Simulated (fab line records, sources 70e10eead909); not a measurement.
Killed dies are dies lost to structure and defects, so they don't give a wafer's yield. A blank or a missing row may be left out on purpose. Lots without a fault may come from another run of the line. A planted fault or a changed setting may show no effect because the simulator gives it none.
Chamber matching | flow nand_harc | NHARC_P_ZERO_WELL_DESCUM_54 on rie_diel-09: 4 sister chambers
The step chemistry O2, time 3 s. 4 wafers are shown with their chamber, then 7 later ones without.

WAFERS WITH THEIR CHAMBER
wafer  | chamber | showerhead_plenum_p_Torr (Torr)
L080.6 | 3       | 1.96
L087.5 | 0       | 1.80
L088.1 | 1       | 2.00
L088.4 | 2       | 2.00

WAFERS WITHOUT THEIR CHAMBER
wafer  | showerhead_plenum_p_Torr (Torr)
L088.5 | 1.95
L096.1 | 2.00
L096.2 | 1.80
L096.6 | 2.00
L097.3 | 2.00
L097.4 | 1.80
L097.6 | 2.00

WHICH CHAMBER EACH WENT THROUGH
wafer  | from the rows above     | in truth
L088.5 | 3                       | 3
L096.1 | can't be placed: 1 or 2 | 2
L096.2 | 0                       | 0
L096.6 | can't be placed: 1 or 2 | 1
L097.3 | can't be placed: 1 or 2 | 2
L097.4 | 0                       | 0
L097.6 | can't be placed: 1 or 2 | 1
Placed correctly: 3 of 7. Can't be placed from these rows: 4 (the true chamber is among the candidates in 4). Placed wrongly: 0.
How it was worked out, from the rows above alone: a wafer's distance from a chamber is the root of the sum, over the readings, of the square of ((its reading less the chamber's mean) divided by the reading's scatter). The wafer belongs to the nearest chamber; if the next one is less than 2 further off, it can't be placed. A chamber's mean is the mean of its shown wafers. The scatter: with one shown wafer a chamber, the root of the mean of the squares of how far each hidden wafer lies from its nearest shown one.
